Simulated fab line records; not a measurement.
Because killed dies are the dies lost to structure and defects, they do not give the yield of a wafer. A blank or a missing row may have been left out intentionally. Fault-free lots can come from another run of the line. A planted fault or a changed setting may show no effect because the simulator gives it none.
fab line records | flow n5-finfet | part 1 of 2: steps 1 to 4 of 6
[record] lots = 24 | wafers = 72 | last-day = 18
route steps=1938 shown BEOL_M9@1423 BEOL_M10@1471
lots untouched by any fault: they come from a run of this same line in which no faults occurred
start-h: hours from the record's opening day to when the first of the lot's shown wafers began | wait-h: how many hours have passed since the lot's step before this one | " the same as in the row above | L1.1+2: a single row standing in for several wafers | - no value, or no start given | * or withheld: withheld | < > ~ a bound
route shown NAME@n: NAME is a module with steps in the file, n the number in the route of the first one | usual: the fault-free wafers' mean and standard deviation | same: alike in all rows | chamber/n: place in a boat | sites: each site's reading | _std_site: the values' standard deviation | _edge_site: outer sites' mean less inner sites' | radius-mm: how far each site lies from the wafer's centre | mask NAME#n: copy n | behind: the tool/chamber that last shaped the wafer | hold: reason for holding the lot/hours on hold/outcome of the hold | device: names the non-switching transistor (n, p or np) | end of line: the route-end tests of the same wafers | a step without rows: its recipe alone | killed: the dies lost at the first sort to structure and to defects; this is not the yield of the wafer | map: per-die view of a wafer (x killed, . not killed, _ where there is no die)
set.NAME: the run value of the setting; set.NAME@STEP: its run value at that earlier step | model.NAME: the simulator's own value behind a step, which no gauge read
one table for each step of the route and one row for each wafer, over a sample of lots
services: from which hour (start-h, from the record's first day; less than 0 if before it) a tool's chamber was out of use, for how many hours, and why
[[steps]]
[step N5_BEOL_M9_STRIP_19]
[recipe] chemistry = O2 | power-w = 400 | temp-c = 40 | pressure-mtorr = 30 | rf-frequency-hz = 6e+07 | bias-power-w = 0 | overash-fraction = 0.2 | o2-flow-sccm = 225
[usual] drypump-motor-current-A = 5.78/0.27 | oes-product-au = 0.79/0.08 | rf-vpp-V = 3.6/0.68 | showerhead-plenum-p-Torr = 2.11/0.073 | throttle-valve-pct = 16.61/0.27
lot.wafer | tool        | chamber | start-h | wait-h | drypump-motor-current-A | oes-product-au | rf-hours-counter-h | rf-vpp-V | showerhead-plenum-p-Torr | throttle-valve-pct
L074.3    | rie-diel-03 | 0       | 211.57  | 0.1    | 5.62                    | 0.89           | 47                 | 3.6      | 2.15                     | 16.58
L074.4    | "           | 1       | "       | "      | 6.35                    | 0.70           | 175                | 2.1      | 2.19                     | 16.46
L074.6    | "           | 0       | "       | "      | 5.60                    | 0.89           | -                  | 3.2      | 2.15                     | 16.56
L075.1    | rie-diel-03 | 1       | 221.26  | 0.1    | 6.28                    | 0.72           | 176                | 3.2      | 2.19                     | 16.46
L075.3    | "           | 3       | "       | "      | 5.45                    | 0.79           | 127                | 4.8      | 2.02                     | 16.75
L075.5    | "           | 2       | "       | "      | 5.73                    | 0.87           | -                  | 2.5      | 2.22                     | 16.33
L076.3    | rie-diel-05 | 1       | 231.75  | 0.1    | 5.88                    | 0.69           | 224                | 2.5      | 2.18                     | 17.10
L076.5    | "           | 1       | "       | "      | 5.92                    | 0.69           | -                  | 2.7      | 2.18                     | 17.11
L076.6    | "           | 2       | "       | "      | 6.06                    | 0.69           | -                  | 3.8      | 1.97                     | 16.93
L077.1    | rie-diel-03 | 2       | 231.93  | 0.1    | 5.73                    | 0.86           | 65                 | 4.3      | 2.22                     | 16.32
L077.2    | "           | 1       | "       | "      | 6.32                    | 0.71           | 181                | 3.6      | 2.18                     | 16.44
L077.6    | "           | 0       | "       | "      | 5.63                    | 0.89           | -                  | 3.4      | 2.15                     | 16.57
L078.3    | rie-diel-06 | 2       | 235.48  | 0.1    | 5.82                    | 0.73           | 181                | 4.3      | 2.09                     | 16.92
L078.5    | "           | 2       | "       | "      | 5.80                    | 0.73           | -                  | 3.8      | 2.09                     | 16.88
L078.6    | "           | 3       | "       | "      | 5.84                    | 0.85           | -                  | 4.0      | 2.03                     | 16.25
L079.2    | rie-diel-05 | 0       | 255.17  | 0.1    | 5.62                    | 0.91           | 27                 | 3.5      | 2.12                     | 16.10
L079.3    | "           | 3       | "       | "      | 5.62                    | 0.86           | 44                 | 4.0      | 2.11                     | 16.51
L079.6    | "           | 3       | "       | "      | 5.63                    | 0.86           | -                  | 4.4      | 2.12                     | 16.51
L081.1    | rie-diel-03 | 0       | 258.14  | 0.1    | 5.59                    | 0.87           | 61                 | 4.7      | 2.15                     | 16.60
L081.3    | "           | 1       | "       | "      | 6.35                    | 0.70           | 189                | 3.4      | 2.18                     | 16.47
L081.6    | "           | 3       | "       | "      | 5.46                    | 0.77           | -                  | 3.8      | 2.02                     | 16.79
L080.1    | rie-diel-05 | 0       | 260.01  | 0.2    | 5.62                    | 0.91           | 28                 | 3.6      | 2.12                     | 16.09
L080.2    | "           | 3       | "       | "      | 5.64                    | 0.86           | 45                 | 3.4      | 2.12                     | 16.55
L080.3    | "           | 1       | "       | "      | 5.92                    | 0.69           | 235                | 3.7      | 2.17                     | 17.14
L082.4    | rie-diel-03 | 2       | 270.96  | 0.1    | 5.69                    | 0.85           | -                  | 4.0      | 2.21                     | 16.37
L082.5    | "           | 3       | "       | "      | 5.44                    | 0.76           | -                  | 3.0      | 2.01                     | 16.83
L082.6    | "           | 0       | "       | "      | 5.58                    | 0.87           | -                  | 2.9      | 2.15                     | 16.60
L083.3    | rie-diel-05 | 3       | 279.66  | 0.2    | 5.61                    | 0.85           | 48                 | 4.6      | 2.11                     | 16.54
L083.4    | "           | 1       | "       | "      | 5.91                    | 0.68           | 237                | 3.1      | 2.17                     | 17.14
L083.6    | "           | 2       | "       | "      | 6.09                    | 0.69           | -                  | 4.2      | 1.97                     | 16.94
L084.1    | rie-diel-03 | 1       | 280.38  | 0.1    | 6.31                    | 0.69           | 196                | 2.9      | 2.18                     | 16.51
L084.4    | "           | 3       | "       | "      | 5.46                    | 0.76           | 150                | 3.5      | 2.01                     | 16.79
L084.6    | "           | 1       | "       | "      | 6.30                    | 0.69           | -                  | 3.9      | 2.18                     | 16.49
L087.1    | rie-diel-06 | 2       | 299.70  | 0.1    | 5.85                    | 0.74           | 188                | 4.7      | 2.09                     | 16.91
L087.4    | "           | 0       | "       | "      | 6.08                    | 0.68           | 236                | 4.7      | 2.05                     | 16.77
L087.5    | "           | 3       | "       | "      | 5.89                    | 0.83           | -                  | 2.6      | 2.02                     | 16.27
L086.1    | rie-diel-06 | 2       | 299.75  | 0.1    | 5.84                    | 0.73           | 188                | 3.8      | 2.09                     | 16.93
L086.2    | "           | 1       | "       | "      | 5.40                    | 0.74           | 180                | 3.9      | 2.18                     | 16.84
L086.3    | "           | 0       | "       | "      | 6.10                    | 0.69           | 236                | 6.0      | 2.05                     | 16.78
L085.2    | rie-diel-03 | 0       | 299.95  | 0.1    | 5.59                    | 0.85           | 80                 | 4.0      | 2.14                     | 16.63
L085.3    | "           | 2       | "       | "      | 5.72                    | 0.83           | 92                 | 3.9      | 2.21                     | 16.37
L085.4    | "           | 3       | "       | "      | 5.46                    | 0.75           | 158                | 3.4      | 2.01                     | 16.83
L089.3    | rie-diel-05 | 0       | 315.77  | 0.1    | 5.61                    | 0.87           | 44                 | 4.0      | 2.12                     | 16.14
L089.4    | "           | 2       | "       | "      | 6.06                    | 0.68           | -                  | 2.8      | 1.97                     | 16.97
L089.6    | "           | 3       | "       | "      | 5.65                    | 0.85           | -                  | 3.1      | 2.11                     | 16.55
L088.1    | rie-diel-03 | 0       | 318.26  | 0.1    | 5.60                    | 0.85           | 86                 | 3.2      | 2.14                     | 16.66
L088.3    | "           | 2       | "       | "      | 5.72                    | 0.83           | 97                 | 3.6      | 2.21                     | 16.39
L088.6    | "           | 3       | "       | "      | 5.45                    | 0.76           | -                  | 2.4      | 2.01                     | 16.84
L090.2    | rie-diel-06 | 3       | 324.12  | 0.1    | 5.88                    | 0.82           | 89                 | 3.3      | 2.02                     | 16.30
L090.4    | "           | 1       | "       | "      | 5.44                    | 0.73           | 187                | 3.5      | 2.18                     | 16.82
L090.6    | "           | 0       | "       | "      | 6.08                    | 0.68           | -                  | 3.5      | 2.05                     | 16.79
L093.2    | rie-diel-03 | 0       | 324.49  | 0.1    | 5.62                    | 0.84           | 87                 | 3.5      | 2.14                     | 16.68
L093.4    | "           | 2       | "       | "      | 5.71                    | 0.83           | 98                 | 4.9      | 2.21                     | 16.39
L093.5    | "           | 1       | "       | "      | 6.35                    | 0.68           | -                  | 4.2      | 2.17                     | 16.53
L091.2    | rie-diel-06 | 0       | 324.59  | 0.1    | 6.13                    | 0.68           | 243                | 4.2      | 2.05                     | 16.78
L091.4    | "           | 3       | "       | "      | 5.83                    | 0.81           | 89                 | 3.9      | 2.02                     | 16.32
L091.5    | "           | 0       | "       | "      | 6.12                    | 0.68           | -                  | 3.3      | 2.05                     | 16.80
L096.2    | rie-diel-05 | 1       | 361.49  | 0.1    | 5.90                    | 0.97           | 6                  | 3.2      | 2.16                     | 16.64
L096.4    | "           | 3       | "       | "      | 5.63                    | 0.82           | -                  | 5.0      | 2.10                     | 16.57
L096.6    | "           | 1       | "       | "      | 5.93                    | 0.96           | -                  | 3.5      | 2.16                     | 16.67
L092.1    | rie-diel-06 | 2       | 366.55  | 0.1    | 5.81                    | 0.71           | 208                | 3.7      | 2.08                     | 16.95
L092.2    | "           | 0       | "       | "      | 6.10                    | 0.68           | 255                | 2.5      | 2.04                     | 16.81
L092.5    | "           | 0       | "       | "      | 6.11                    | 0.67           | -                  | 4.1      | 2.04                     | 16.80
L097.2    | rie-diel-03 | 0       | 370.63  | 0.1    | 5.62                    | 0.83           | 99                 | 4.1      | 2.14                     | 16.67
L097.3    | "           | 1       | "       | "      | 6.35                    | 0.67           | 222                | 3.8      | 2.17                     | 16.53
L097.5    | "           | 2       | "       | "      | 5.71                    | 0.82           | -                  | 4.5      | 2.20                     | 16.41
L094.3    | rie-diel-05 | 3       | 371.72  | 0.1    | 5.61                    | 0.82           | 75                 | 4.0      | 2.10                     | 16.59
L094.4    | "           | 0       | "       | "      | 5.61                    | 0.85           | -                  | 3.7      | 2.11                     | 16.18
L094.5    | "           | 1       | "       | "      | 5.91                    | 0.96           | -                  | 2.8      | 2.16                     | 16.68
L095.2    | rie-diel-06 | 3       | 372.45  | 0.1    | 5.85                    | 0.80           | 104                | 3.1      | 2.01                     | 16.35
L095.3    | "           | 1       | "       | "      | 5.43                    | 0.72           | 202                | 3.4      | 2.18                     | 16.86
L095.5    | "           | 3       | "       | "      | 5.84                    | 0.80           | -                  | 3.1      | 2.02                     | 16.31
[step N5_BEOL_M9_ETCH_66]
[recipe] chemistry = N2/H2 | target = SOC | target-depth-a = 800 | overetch-a = 160 | mask-material = SiARC | temp-c = 40 | time-s = 120 | ion-energy-ev = 200 | pressure-mtorr = 30 | source-w = 840 | bias-w = 150 | n2-flow-sccm = 200 | h2-flow-sccm = 200
[usual] drypump-motor-current-A = 5.80/0.25 | n2-flow-sccm = 200.0/0.62 | oes-product-au = 0.60/0.057 | rf-fwd-power-W = 835.2/2.6 | rf-vpp-V = 524.0/2.2 | showerhead-plenum-p-Torr = 2.55/0.075 | throttle-valve-pct = 17.8/0.33
lot.wafer | tool        | chamber | start-h | wait-h | drypump-motor-current-A | n2-flow-sccm | oes-product-au | rf-fwd-power-W | rf-hours-counter-h | rf-vpp-V | showerhead-plenum-p-Torr | throttle-valve-pct
L074.3    | rie-diel-06 | 3       | 213.67  | 0.0    | 5.87                    | 200.1        | 0.64           | 833.2          | 65                 | 521.8    | 2.46                     | 17.3
L074.4    | "           | 0       | "       | "      | 6.10                    | 199.5        | 0.55           | 831.9          | 221                | 522.6    | 2.50                     | 17.8
L074.6    | "           | 1       | "       | "      | 5.40                    | 201.2        | 0.58           | 834.6          | -                  | 528.0    | 2.64                     | 18.0
L075.1    | rie-diel-06 | 2       | 224.06  | 0.0    | 5.82                    | 200.8        | 0.56           | 836.9          | 178                | 524.2    | 2.54                     | 18.1
L075.3    | "           | 3       | "       | "      | 5.85                    | 198.9        | 0.65           | 838.3          | 68                 | 523.0    | 2.46                     | 17.3
L075.5    | "           | 0       | "       | "      | 6.11                    | 200.4        | 0.54           | 838.4          | -                  | 523.1    | 2.50                     | 17.9
L076.3    | rie-diel-06 | 1       | 233.06  | 0.0    | 5.42                    | 199.6        | 0.57           | 835.1          | 171                | 526.3    | 2.64                     | 18.0
L076.5    | "           | 0       | "       | "      | 6.12                    | 200.3        | 0.54           | 833.6          | -                  | 523.9    | 2.50                     | 17.9
L076.6    | "           | 3       | "       | "      | 5.87                    | 200.7        | 0.64           | 835.8          | -                  | 520.8    | 2.46                     | 17.3
L077.1    | rie-diel-03 | 3       | 233.29  | 0.0    | 5.47                    | 200.1        | 0.60           | 833.7          | 131                | 520.7    | 2.47                     | 18.1
L077.2    | "           | 1       | "       | "      | 6.34                    | 200.6        | 0.56           | 836.9          | 181                | 526.4    | 2.64                     | 17.5
L077.6    | "           | 1       | "       | "      | 6.32                    | 199.9        | 0.55           | 836.9          | -                  | 527.7    | 2.64                     | 17.6
L078.3    | rie-diel-05 | 2       | 236.61  | 0.0    | 6.06                    | 201.0        | 0.53           | 834.7          | 217                | 520.6    | 2.42                     | 18.2
L078.5    | "           | 3       | "       | "      | 5.63                    | 199.5        | 0.67           | 835.8          | -                  | 526.0    | 2.57                     | 17.6
L078.6    | "           | 2       | "       | "      | 6.00                    | 200.5        | 0.54           | 832.7          | -                  | 520.0    | 2.42                     | 18.2
L081.1    | rie-diel-05 | 0       | 259.04  | 0.0    | 5.63                    | 199.6        | 0.68           | 835.4          | 28                 | 525.8    | 2.59                     | 17.4
L081.3    | "           | 2       | "       | "      | 6.07                    | 199.8        | 0.52           | 834.3          | 226                | 519.3    | 2.42                     | 18.2
L081.6    | "           | 1       | "       | "      | 5.93                    | 200.2        | 0.52           | 836.2          | -                  | 524.8    | 2.61                     | 18.2
L080.1    | rie-diel-05 | 0       | 261.15  | 0.0    | 5.64                    | 199.9        | 0.67           | 830.8          | 29                 | 525.5    | 2.59                     | 17.4
L080.2    | "           | 2       | "       | "      | 6.05                    | 200.8        | 0.53           | 835.4          | 227                | 520.3    | 2.42                     | 18.2
L080.3    | "           | 1       | "       | "      | 5.92                    | 199.2        | 0.52           | 830.9          | 235                | 523.7    | 2.61                     | 18.2
L082.4    | rie-diel-03 | 2       | 275.50  | 0.0    | 5.74                    | 200.0        | 0.63           | 832.3          | 82                 | 526.4    | 2.68                     | 17.5
L082.5    | "           | 1       | "       | "      | 6.29                    | 199.7        | 0.54           | 833.7          | -                  | 526.8    | 2.63                     | 17.6
L082.6    | "           | 0       | "       | "      | 5.61                    | 199.6        | 0.65           | 831.5          | -                  | 524.6    | 2.60                     | 17.9
L083.3    | rie-diel-05 | 0       | 282.52  | 0.0    | 5.61                    | 200.4        | 0.67           | 832.9          | 32                 | 525.1    | 2.59                     | 17.3
L083.4    | "           | 3       | "       | "      | 5.64                    | 199.3        | 0.66           | 836.7          | 49                 | 524.4    | 2.57                     | 17.7
L083.6    | "           | 2       | "       | "      | 6.06                    | 200.2        | 0.52           | 837.5          | -                  | 520.6    | 2.42                     | 18.2
L084.1    | rie-diel-05 | 2       | 286.38  | 0.0    | 6.04                    | 200.0        | 0.52           | 836.7          | 232                | 520.0    | 2.42                     | 18.2
L084.4    | "           | 3       | "       | "      | 5.64                    | 199.3        | 0.65           | 828.3          | 51                 | 524.0    | 2.57                     | 17.7
L084.6    | "           | 1       | "       | "      | 5.92                    | 201.2        | 0.52           | 837.8          | -                  | 525.6    | 2.61                     | 18.2
L079.2    | rie-diel-06 | 3       | 297.66  | 0.1    | 5.87                    | 200.4        | 0.63           | 834.4          | -                  | 522.5    | 2.45                     | 17.3
L079.3    | "           | 3       | "       | "      | 5.86                    | 201.0        | 0.63           | 837.0          | -                  | 520.3    | 2.45                     | 17.3
L079.6    | "           | 3       | "       | "      | 5.85                    | 199.9        | 0.63           | 838.4          | -                  | 521.9    | 2.45                     | 17.3
L085.2    | rie-diel-06 | 2       | 301.45  | 0.0    | 5.81                    | 199.7        | 0.57           | 831.8          | 189                | 523.1    | 2.54                     | 18.2
L085.3    | "           | 3       | "       | "      | 5.85                    | 200.5        | 0.63           | 840.7          | 82                 | 521.8    | 2.45                     | 17.3
L085.4    | "           | 0       | "       | "      | 6.11                    | 200.4        | 0.54           | 834.8          | 236                | 522.1    | 2.49                     | 17.9
L087.1    | rie-diel-03 | 0       | 301.81  | 0.0    | 5.61                    | 200.3        | 0.63           | 830.6          | 81                 | 523.9    | 2.59                     | 17.9
L087.4    | "           | 1       | "       | "      | 6.34                    | 200.3        | 0.54           | 836.7          | 204                | 526.0    | 2.63                     | 17.6
L087.5    | "           | 0       | "       | "      | 5.62                    | 200.3        | 0.63           | 829.5          | -                  | 525.4    | 2.59                     | 17.9
L086.1    | rie-diel-05 | 1       | 301.84  | 0.0    | 5.93                    | 200.3        | 0.52           | 837.2          | 244                | 526.2    | 2.61                     | 18.3
L086.2    | "           | 0       | "       | "      | 5.60                    | 199.4        | 0.67           | 835.9          | 39                 | 524.0    | 2.59                     | 17.4
L086.3    | "           | 2       | "       | "      | 6.05                    | 199.3        | 0.52           | 833.8          | 236                | 520.8    | 2.42                     | 18.2
L089.3    | rie-diel-05 | 2       | 316.78  | 0.0    | 6.06                    | 199.8        | 0.52           | 836.7          | 242                | 519.7    | 2.41                     | 18.2
L089.4    | "           | 1       | "       | "      | 5.92                    | 199.7        | 0.52           | 838.9          | 248                | 526.9    | 2.61                     | 18.3
L089.6    | "           | 1       | "       | "      | 5.91                    | 200.1        | 0.52           | 833.9          | -                  | 525.3    | 2.61                     | 18.3
L088.1    | rie-diel-03 | 1       | 322.72  | 0.0    | 6.31                    | 199.9        | 0.54           | 836.6          | 209                | 527.4    | 2.63                     | 17.6
L088.3    | "           | 3       | "       | "      | 5.45                    | 199.7        | 0.58           | 839.1          | 164                | 521.7    | 2.46                     | 18.2
L088.6    | "           | 3       | "       | "      | 5.46                    | 200.5        | 0.58           | 835.0          | -                  | 520.5    | 2.46                     | 18.2
L091.2    | rie-diel-03 | 1       | 330.39  | 0.0    | 6.37                    | 199.6        | 0.53           | 838.3          | 211                | 525.4    | 2.62                     | 17.6
L091.4    | "           | 2       | "       | "      | 5.72                    | 200.1        | 0.62           | 839.8          | 100                | 527.3    | 2.67                     | 17.5
L091.5    | "           | 3       | "       | "      | 5.46                    | 198.7        | 0.57           | 829.8          | -                  | 521.6    | 2.45                     | 18.2
L090.2    | rie-diel-06 | 2       | 330.44  | 0.0    | 5.86                    | 199.1        | 0.56           | 834.0          | 198                | 521.3    | 2.53                     | 18.2
L090.4    | "           | 0       | "       | "      | 6.09                    | 201.9        | 0.54           | 833.7          | 244                | 521.6    | 2.49                     | 17.9
L090.6    | "           | 2       | "       | "      | 5.83                    | 200.1        | 0.55           | 839.1          | -                  | 522.7    | 2.53                     | 18.2
L093.2    | rie-diel-06 | 1       | 330.98  | 0.0    | 5.41                    | 199.9        | 0.56           | 833.9          | 189                | 526.2    | 2.63                     | 18.0
L093.4    | "           | 0       | "       | "      | 6.10                    | 200.6        | 0.53           | 838.8          | 244                | 523.0    | 2.49                     | 17.9
L093.5    | "           | 3       | "       | "      | 5.84                    | 200.6        | 0.62           | 837.2          | -                  | 521.4    | 2.45                     | 17.3
L096.2    | rie-diel-06 | 0       | 364.99  | 0.0    | 6.09                    | 199.3        | 0.52           | 839.3          | 255                | 522.1    | 2.49                     | 17.9
L096.4    | "           | 2       | "       | "      | 5.86                    | 199.6        | 0.55           | 832.7          | 207                | 523.1    | 2.53                     | 18.2
L096.6    | "           | 2       | "       | "      | 5.82                    | 201.9        | 0.55           | 834.7          | -                  | 522.3    | 2.53                     | 18.2
L092.1    | rie-diel-05 | 0       | 368.73  | 0.0    | 5.65                    | 199.4        | 0.65           | 834.5          | 58                 | 524.3    | 2.58                     | 17.4
L092.2    | "           | 1       | "       | "      | 5.90                    | 200.4        | 0.73           | 836.6          | 8                  | 526.2    | 2.61                     | 17.8
L092.5    | "           | 1       | "       | "      | 5.92                    | 198.5        | 0.72           | 836.3          | -                  | 524.1    | 2.60                     | 17.7
L097.2    | rie-diel-03 | 3       | 371.78  | 0.0    | 5.45                    | 200.8        | 0.57           | 833.2          | 177                | 521.7    | 2.45                     | 18.2
L097.3    | "           | 1       | "       | "      | 6.30                    | 199.7        | 0.53           | 835.2          | 222                | 526.9    | 2.62                     | 17.6
L097.5    | "           | 1       | "       | "      | 6.35                    | 200.3        | 0.53           | 838.8          | -                  | 527.2    | 2.62                     | 17.6
L094.3    | rie-diel-05 | 3       | 372.86  | 0.0    | 5.64                    | 200.8        | 0.63           | 833.8          | 76                 | 525.6    | 2.56                     | 17.7
L094.4    | "           | 3       | "       | "      | 5.64                    | 201.0        | 0.63           | 833.0          | -                  | 525.9    | 2.56                     | 17.7
L094.5    | "           | 1       | "       | "      | 5.92                    | 199.6        | 0.73           | 832.6          | -                  | 524.6    | 2.60                     | 17.7
L095.2    | rie-diel-03 | 1       | 373.03  | 0.0    | 6.37                    | 201.4        | 0.53           | 841.0          | 223                | 525.4    | 2.62                     | 17.6
L095.3    | "           | 2       | "       | "      | 5.73                    | 199.9        | 0.62           | 838.0          | 112                | 527.0    | 2.67                     | 17.5
L095.5    | "           | 3       | "       | "      | 5.46                    | 199.2        | 0.57           | 831.2          | -                  | 520.2    | 2.45                     | 18.2
[step N5_BEOL_M9_CURE_72]
[recipe] temp-c = 370 | time-s = 120 | ambient = DMADMS/He | material = SiCOH_lowk
[usual] lamp-power-pct = 52.31/0.055 | wafer_temp_C_max = 371.7/0.66
lot.wafer | tool       | chamber | start-h | wait-h | lamp-power-pct | wafer_temp_C_max
L074.3    | uv-cure-01 | 1       | 214.34  | 0.1    | 52.29          | 372.5
L074.4    | "          | 1       | "       | "      | 52.33          | 372.1
L074.6    | "          | 1       | "       | "      | 52.28          | 372.4
L075.1    | uv-cure-01 | 1       | 224.63  | 0.0    | 52.37          | 371.7
L075.3    | "          | 1       | "       | "      | 52.26          | 372.2
L075.5    | "          | 1       | "       | "      | 52.32          | 372.0
L076.3    | uv-cure-01 | 1       | 233.74  | 0.1    | 52.43          | 372.3
L076.5    | "          | 1       | "       | "      | 52.41          | 372.2
L076.6    | "          | 1       | "       | "      | 52.26          | 371.9
L077.1    | uv-cure-03 | 2       | 233.96  | 0.1    | 52.24          | 371.9
L077.2    | "          | 2       | "       | "      | 52.28          | 372.3
L077.6    | "          | 2       | "       | "      | 52.33          | 372.0
L078.3    | uv-cure-02 | 2       | 237.29  | 0.1    | 52.27          | 371.4
L078.5    | "          | 2       | "       | "      | 52.36          | 371.8
L078.6    | "          | 2       | "       | "      | 52.34          | 371.7
L081.1    | uv-cure-02 | 0       | 259.61  | 0.0    | 52.27          | 373.2
L081.3    | "          | 0       | "       | "      | 52.26          | 372.3
L081.6    | "          | 0       | "       | "      | 52.32          | 373.8
L080.1    | uv-cure-03 | 1       | 261.72  | 0.0    | 52.34          | 372.3
L080.2    | "          | 1       | "       | "      | 52.30          | 371.8
L080.3    | "          | 1       | "       | "      | 52.30          | 372.0
L082.4    | uv-cure-01 | 0       | 276.37  | 0.3    | 52.33          | 371.2
L082.5    | "          | 0       | "       | "      | 52.26          | 371.4
L082.6    | "          | 0       | "       | "      | 52.33          | 371.3
L083.3    | uv-cure-03 | 0       | 283.20  | 0.1    | 52.30          | 372.2
L083.4    | "          | 0       | "       | "      | 52.40          | 372.1
L083.6    | "          | 0       | "       | "      | 52.35          | 372.1
L084.1    | uv-cure-01 | 1       | 286.96  | 0.0    | 52.32          | 371.6
L084.4    | "          | 1       | "       | "      | 52.26          | 372.3
L084.6    | "          | 1       | "       | "      | 52.26          | 371.3
L079.2    | uv-cure-02 | 2       | 298.94  | 0.1    | 52.33          | 371.7
L079.3    | "          | 2       | "       | "      | 52.37          | 371.5
L079.6    | "          | 2       | "       | "      | 52.42          | 372.0
L085.2    | uv-cure-02 | 2       | 302.10  | 0.1    | 52.23          | 372.0
L085.3    | "          | 2       | "       | "      | 52.09          | 371.5
L085.4    | "          | 2       | "       | "      | 52.33          | 372.1
L087.1    | uv-cure-02 | 1       | 302.38  | 0.0    | 52.41          | 371.3
L087.4    | "          | 1       | "       | "      | 52.36          | 371.0
L087.5    | "          | 1       | "       | "      | 52.44          | 370.9
L086.1    | uv-cure-01 | 2       | 302.53  | 0.2    | 52.37          | 372.8
L086.2    | "          | 2       | "       | "      | 52.29          | 372.0
L086.3    | "          | 2       | "       | "      | 52.25          | 372.1
L089.3    | uv-cure-02 | 2       | 317.45  | 0.1    | 52.37          | 371.6
L089.4    | "          | 2       | "       | "      | 52.27          | 372.2
L089.6    | "          | 2       | "       | "      | 52.34          | 371.7
L088.1    | uv-cure-03 | 1       | 323.30  | 0.0    | 52.29          | 371.5
L088.3    | "          | 1       | "       | "      | 52.27          | 371.7
L088.6    | "          | 1       | "       | "      | 52.40          | 371.9
L091.2    | uv-cure-01 | 0       | 331.02  | 0.1    | 52.32          | 371.4
L091.4    | "          | 0       | "       | "      | 52.30          | 371.2
L091.5    | "          | 0       | "       | "      | 52.27          | 370.9
L090.2    | uv-cure-02 | 1       | 331.06  | 0.1    | 52.37          | 371.0
L090.4    | "          | 1       | "       | "      | 52.40          | 370.7
L090.6    | "          | 1       | "       | "      | 52.30          | 370.9
L093.2    | uv-cure-02 | 2       | 331.60  | 0.1    | 52.30          | 371.4
L093.4    | "          | 2       | "       | "      | 52.30          | 372.1
L093.5    | "          | 2       | "       | "      | 52.36          | 371.9
L096.2    | uv-cure-02 | 1       | 365.80  | 0.3    | 52.34          | 370.4
L096.4    | "          | 1       | "       | "      | 52.21          | 370.7
L096.6    | "          | 1       | "       | "      | 52.34          | 371.0
L092.1    | uv-cure-02 | 2       | 369.49  | 0.0    | 52.35          | 372.5
L092.2    | "          | 2       | "       | "      | 52.39          | 371.6
L092.5    | "          | 2       | "       | "      | 52.25          | 371.6
L097.2    | uv-cure-01 | 0       | 372.41  | 0.1    | 52.36          | 370.7
L097.3    | "          | 0       | "       | "      | 52.32          | 370.5
L097.5    | "          | 0       | "       | "      | 52.25          | 371.0
L094.3    | uv-cure-02 | 0       | 373.53  | 0.1    | 52.33          | 372.6
L094.4    | "          | 0       | "       | "      | 52.38          | 372.9
L094.5    | "          | 0       | "       | "      | 52.30          | 373.9
L095.2    | uv-cure-02 | 1       | 373.78  | 0.2    | 52.37          | 371.0
L095.3    | "          | 1       | "       | "      | 52.38          | 370.8
L095.5    | "          | 1       | "       | "      | 52.26          | 371.0
[step N5_BEOL_M9_PRE_CLEAN_45]
[recipe] gas = H2/He | time-s = 30 | temp-c = 250
[usual] heater-power-w = 332/33
lot.wafer | tool           | chamber | start-h | wait-h | heater-power-w
L074.3    | pvd-sputter-01 | -       | 214.67  | 0.0    | 308
L074.4    | "              | -       | "       | "      | 346
L074.6    | "              | -       | "       | "      | 318
L075.1    | pvd-sputter-01 | -       | 225.34  | 0.0    | 302
L075.3    | "              | -       | "       | "      | 357
L075.5    | "              | -       | "       | "      | 309
L076.3    | pvd-sputter-01 | -       | 234.05  | 0.0    | 314
L076.5    | "              | -       | "       | "      | 322
L076.6    | "              | -       | "       | "      | 300
L077.1    | pvd-sputter-01 | -       | 234.45  | 0.0    | 350
L077.2    | "              | -       | "       | "      | 316
L077.6    | "              | -       | "       | "      | 321
L078.3    | pvd-sputter-02 | -       | 237.77  | 0.0    | 285
L078.5    | "              | -       | "       | "      | 317
L078.6    | "              | -       | "       | "      | 284
L081.1    | pvd-sputter-01 | -       | 260.17  | 0.0    | 313
L081.3    | "              | -       | "       | "      | 357
L081.6    | "              | -       | "       | "      | 338
L080.1    | pvd-sputter-02 | -       | 262.24  | 0.0    | 285
L080.2    | "              | -       | "       | "      | 328
L080.3    | "              | -       | "       | "      | 338
L082.4    | pvd-sputter-03 | -       | 276.74  | 0.0    | 310
L082.5    | "              | -       | "       | "      | 353
L082.6    | "              | -       | "       | "      | 308
L083.3    | pvd-sputter-02 | -       | 283.46  | 0.0    | 327
L083.4    | "              | -       | "       | "      | 286
L083.6    | "              | -       | "       | "      | 324
L084.1    | pvd-sputter-01 | -       | 290.64  | 0.0    | 351
L084.4    | "              | -       | "       | "      | 305
L084.6    | "              | -       | "       | "      | 345
L079.2    | pvd-sputter-03 | -       | 299.26  | 0.0    | 414
L079.3    | "              | -       | "       | "      | 353
L079.6    | "              | -       | "       | "      | 421
L085.2    | pvd-sputter-01 | -       | 302.52  | 0.0    | 317
L085.3    | "              | -       | "       | "      | 344
L085.4    | "              | -       | "       | "      | 353
L087.1    | pvd-sputter-03 | -       | 302.74  | 0.0    | 354
L087.4    | "              | -       | "       | "      | 404
L087.5    | "              | -       | "       | "      | 423
L086.1    | pvd-sputter-03 | -       | 302.90  | 0.0    | 297
L086.2    | "              | -       | "       | "      | 404
L086.3    | "              | -       | "       | "      | 311
L089.3    | pvd-sputter-02 | -       | 318.34  | 0.0    | 327
L089.4    | "              | -       | "       | "      | 286
L089.6    | "              | -       | "       | "      | 321
L088.1    | pvd-sputter-03 | -       | 323.88  | 0.0    | 301
L088.3    | "              | -       | "       | "      | 308
L088.6    | "              | -       | "       | "      | 315
L091.2    | pvd-sputter-03 | -       | 331.34  | 0.0    | 299
L091.4    | "              | -       | "       | "      | 351
L091.5    | "              | -       | "       | "      | 412
L090.2    | pvd-sputter-03 | -       | 331.78  | 0.0    | 352
L090.4    | "              | -       | "       | "      | 304
L090.6    | "              | -       | "       | "      | 312
L093.2    | pvd-sputter-03 | -       | 331.94  | 0.0    | 412
L093.4    | "              | -       | "       | "      | 353
L093.5    | "              | -       | "       | "      | 316
L096.2    | pvd-sputter-03 | -       | 366.17  | 0.0    | 404
L096.4    | "              | -       | "       | "      | 314
L096.6    | "              | -       | "       | "      | 302
L092.1    | pvd-sputter-01 | -       | 369.94  | 0.0    | 339
L092.2    | "              | -       | "       | "      | 313
L092.5    | "              | -       | "       | "      | 312
L097.2    | pvd-sputter-01 | -       | 373.22  | 0.0    | 312
L097.3    | "              | -       | "       | "      | 352
L097.5    | "              | -       | "       | "      | 315
L094.3    | pvd-sputter-02 | -       | 374.23  | 0.0    | 310
L094.4    | "              | -       | "       | "      | 334
L094.5    | "              | -       | "       | "      | 330
L095.2    | pvd-sputter-02 | -       | 374.31  | 0.0    | 347
L095.3    | "              | -       | "       | "      | 313
L095.5    | "              | -       | "       | "      | 343
